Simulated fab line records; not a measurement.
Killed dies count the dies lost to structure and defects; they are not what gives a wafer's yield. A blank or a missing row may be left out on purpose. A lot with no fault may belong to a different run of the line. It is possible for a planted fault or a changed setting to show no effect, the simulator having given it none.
Split-lot study ; flow n5-finfet ; 21 wafers read from 7 lots, route of 1938 steps

## ABOUT THE SPLIT
At N5_GATE_CUT_COAT_34 (time 60 s, resist thk 60 nm), the setting spin-rpm was moved away from the recipe's 1500 rpm on 7 of the 21 wafers read, by -9.7% to +7.7%. The other wafers ran this setting at the recipe's value.

## FROM THE SPLIT TO THE READING: what the file shows between them, 7 steps
- N5_GATE_CUT_COAT_35: time 60 s, resist thk 10 nm
- N5_GATE_CUT_COAT_27: time 60 s, resist thk 10 nm
- N5_GATE_CUT_ETCH_28: etches underlayer in N2/H2, target depth 13 nm, time 10.4 s
- N5_GATE_CUT_ETCH_36: etches SiARC in CF4, target depth 13 nm, time 21.7 s
- N5_GATE_CUT_ETCH_37: etches SOC in N2/H2, target depth 60 nm, overetch 12 nm, time 90 s
- N5_GATE_CUT_STRIP_38: strips in N2/H2
- N5_GATE_CUT_STRIP_39: strips in N2/H2

## THE READING
SOC_of_GATE_CUT_COAT_34.thk-nm (the simulator's own value, which no gauge read), in nm, at N5_GATE_CUT_HM_OPEN_40 (chemistry C4F6/O2, target SiO2, target depth 139 nm, time 85.1 s). The file gives no usual value for it. Across the 14 wafers here that went through the recipe, the average is 32.9 nm and the standard deviation 0.52 nm.

wafer;tool, chamber at the split;spin-rpm as run, rpm;against the recipe;SOC_of_GATE_CUT_COAT_34.thk-nm, nm;against lot-mates on the recipe
L077.2;litho-track-01, 0;1394;-7.1%;35.2;+2.4
L077.4;litho-track-01, 0;1500;recipe;32.8;-
L077.6;litho-track-01, 0;1394;-7.1%;35.6;+2.8
L081.2;litho-track-02, 0;1500;recipe;33.6;-
L081.5;litho-track-02, 0;1500;recipe;33.6;-
L081.6;litho-track-02, 0;1500;recipe;32.6;-
L082.4;litho-track-02, 0;1500;recipe;33.4;-
L082.5;litho-track-02, 0;1500;recipe;32.2;-
L082.6;litho-track-02, 0;1500;recipe;32.6;-
L086.1;litho-track-01, 0;1500;recipe;33;-
L086.3;litho-track-01, 0;1500;recipe;32.8;-
L086.6;litho-track-01, 0;1500;recipe;32.2;-
L087.1;litho-track-02, 0;1500;recipe;33;-
L087.4;litho-track-02, 0;1354;-9.7%;35.2;+2.2
L087.6;litho-track-02, 0;1354;-9.7%;35;+2.0
L090.2;litho-track-02, 0;1577;+5.1%;31.6;-0.8
L090.3;litho-track-02, 0;1500;recipe;32.4;-
L090.6;litho-track-02, 0;1577;+5.1%;30.6;-1.8
L095.1;litho-track-03, 0;1615;+7.7%;30.8;-2.3
L095.3;litho-track-03, 0;1500;recipe;33.8;-
L095.4;litho-track-03, 0;1500;recipe;32.4;-

FIT RESULTS
A straight line over all 21 wafers: SOC_of_GATE_CUT_COAT_34.thk-nm changes by -0.283 nm for each +1% of spin-rpm; r = -0.92; the points scatter about the line by 0.55 nm.
The same after taking each lot's own level away (the mean of its wafers on the recipe; 21 wafers): -0.27 nm for each +1%; r = -0.92; scatter 0.51 nm.
That fit puts the effect of the largest move of spin-rpm on the reading at 2.6 nm.
From 32.40 to 33.27 nm: that is the span of the lots' own levels, equal to 1.7 times the standard deviation above.
The two slopes agree, so the slope changes little with the lot-to-lot level.
Check: +2.8 nm against its lot-mates is what the line predicts for one of the wafers moved furthest among these (-9.7%) when that wafer is left out of the fit. It came out at +2.2 nm against them.

## OTHER SPLITS ON THESE WAFERS
Before the reading, these wafers also passed through other splits. Each is held against what the fit with the lots' levels taken away leaves over:
other split on the same wafers;wafers away from the commonest value;r with SOC_of_GATE_CUT_COAT_34.thk-nm (lot level and that fit taken away)
N5_HKMG_FIN_PEB_47 peb-time-s;2;+0.00

## THE WHOLE CHAIN: every reading that the file lists as answering this split, in the file's order
step;what it does;reading;change (the file's fit);r (the file's)
N5_GATE_CUT_COAT_34;time 60 s, resist thk 60 nm;SOC_of_GATE_CUT_COAT_34.thk-nm (the simulator's own value, which no gauge read);-0.313 nm for each +1% of the setting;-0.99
N5_GATE_CUT_ETCH_37;etches SOC in N2/H2, target depth 60 nm, overetch 12 nm, time 90 s;etch.depth-nm (the simulator's own value, which no gauge read);-0.321 nm for each +1% of the setting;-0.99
N5_GATE_CUT_HM_OPEN_40;chemistry C4F6/O2, target SiO2, target depth 139 nm, time 85.1 s;SOC_of_GATE_CUT_COAT_34.thk-nm (the simulator's own value, which no gauge read);-0.275 nm for each +1% of the setting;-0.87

## THE FILE'S OWN FIT
SOC_of_GATE_CUT_COAT_34.thk-nm changes by -0.275 nm for each +1% of spin-rpm, r = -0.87.
